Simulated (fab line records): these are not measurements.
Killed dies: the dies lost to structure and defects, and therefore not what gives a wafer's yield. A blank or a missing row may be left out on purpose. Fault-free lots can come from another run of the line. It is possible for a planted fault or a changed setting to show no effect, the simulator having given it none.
Comparing a struck lot with a sound one	flow n5Finfet	15 steps out of a route of 1938
Sound: these wafers, L882.2, L882.5, L882.6. Struck: wafers L896.1, L896.4. The cause comes at the end.
For every step that has rows: the tool of each side, followed by ch and its chambers, followed by its first start. Under that, the readings that differ: sound wafers	struck wafers	difference of the means	sigmas: that difference in standard deviations of wafers without a fault.
alike: readings with means less than 2 such deviations apart, plus words and numbers identical on both sides. not compared: withheld readings, readings lacking a value on some wafer, bounds such as >300 that could conceal the same value, and numbers that have no deviation in the record and whose values overlap.
Wherever a step has rows on one side only, a row that says differs or no value, or a row with sigmas, the two part there. Numbers that have no deviation but don't overlap get no sigmas and don't part them. A reading that every wafer of one side lacks parts them only if that side has two wafers or more.

N5_DUMMY_GATE_ETCH_42: etches SiO2 in CHF3/O2, target depth 3.5 nm, time 31 s.
  sound on rieDiel-03 ch 1,2,3, day 3 23:07; struck on rieDiel-05 ch 0,2, day 7 10:22
  alike: drypumpMotorCurrentA, oesProductAu, rfVppV, showerheadPlenumPTorr, throttleValvePct
  not compared: rfHoursCounterH
N5_DUMMY_GATE_STRIP_48: strips in N2/H2, time 20 s.
  sound on rieDiel-03 ch 1,2,3, day 3 23:10; struck on rieDiel-05 ch 0,2, day 7 10:25
  alike: drypumpMotorCurrentA, n2FlowSccm, oesProductAu, rfVppV, showerheadPlenumPTorr, throttleValvePct
  not compared: rfHoursCounterH
then, 5 steps without rows for these wafers: N5_DUMMY_GATE_PRECLEAN_33 (cleans in dHF, time 10 s); N5_DUMMY_GATE_PRECLEAN_25 (cleans in O3/DIW, time 45 s); N5_DUMMY_GATE_PRECLEAN_51 (cleans in SC2, time 45 s); N5_DUMMY_GATE_SRD_26 (time 30 s); N5_DUMMY_GATE_UV_OZONE_45 (time 120 s).
N5_DUMMY_GATE_INSPECT_27: inspects for defects (brightfield).
  sound on defectInspect-01, day 3 23:22; struck on defectInspect-01, day 7 10:36
  alike: rawDefectCount
N5_SPACER0_ALD_07: deposits SiNx, target thk 2 nm.
  sound on aldSin-01 ch 0,1,3, day 3 23:24; struck on aldSin-03 ch 2,3, day 7 10:38
  alike: heaterPowerW
N5_SPACER0_ALD_00: deposits SiOCN, target thk 3.5 nm, pulse time 3 s, purge time 2 s.
  sound on aldSin-01 ch 0,1,3, day 3 23:34; struck on aldSin-03 ch 2,3, day 7 10:47
  alike: heaterPowerW, precursorPulseHeightRel
N5_SPACER0_ALD_08: deposits SiNx, target thk 2 nm.
  sound on aldSin-01 ch 0,1,3, day 3 23:49; struck on aldSin-03 ch 2,3, day 7 11:03
  alike: heaterPowerW
N5_SPACER0_INSPECT_04: inspects for defects (darkfield).
  sound on defectInspect-01, day 3 23:58; struck on defectInspect-01, day 7 11:12
  alike: rawDefectCount
N5_SD_EPI_N_COAT_32: time 60 s, resist thk 350 nm.
  sound on lithoTrack-05 ch 0, day 4 00:00; struck on lithoTrack-03 ch 0, day 7 11:14
reading	sound	struck	difference	sigmas
heaterPowerTotalW (W)	499.2 497.6 503.0	644.1 650.2	+147.2	+87
runLengthS (s)	66.12 66.18 66.15	45.78 46.01	-20.26	-99 or more
  alike: dispensePressureKPa
then, 1 step without rows for these wafers: N5_SD_EPI_N_COAT_33 (time 60 s, resist thk 35 nm).
-- record jumps: 5 days separate the struck wafers' starts on either side; left off in module SD_EPI_N, taken up again in module BEOL_M4, whose first shown step is the route's number 1111 --
N5_BEOL_M4_RC_MEAS_101:
  sound on prober-02 ch 0, day 9 08:02; struck on prober-02 ch 0, day 12 18:34
  alike: DIBL_N, DIBL_P, IOFF_N, IOFF_P, ION_N, ION_P, SS_N, SS_P, VT_N, VT_P

## WHERE THEY PART
Only at N5_SD_EPI_N_COAT_32, within this record. Later steps at which nothing parts them and some readings are alike: N5_BEOL_M4_RC_MEAS_101.

WHY: the cause the simulator had injected
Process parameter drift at N5_SD_EPI_N_COAT_32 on lithoTrack-03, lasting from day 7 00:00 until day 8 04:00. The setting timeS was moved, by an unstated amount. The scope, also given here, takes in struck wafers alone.
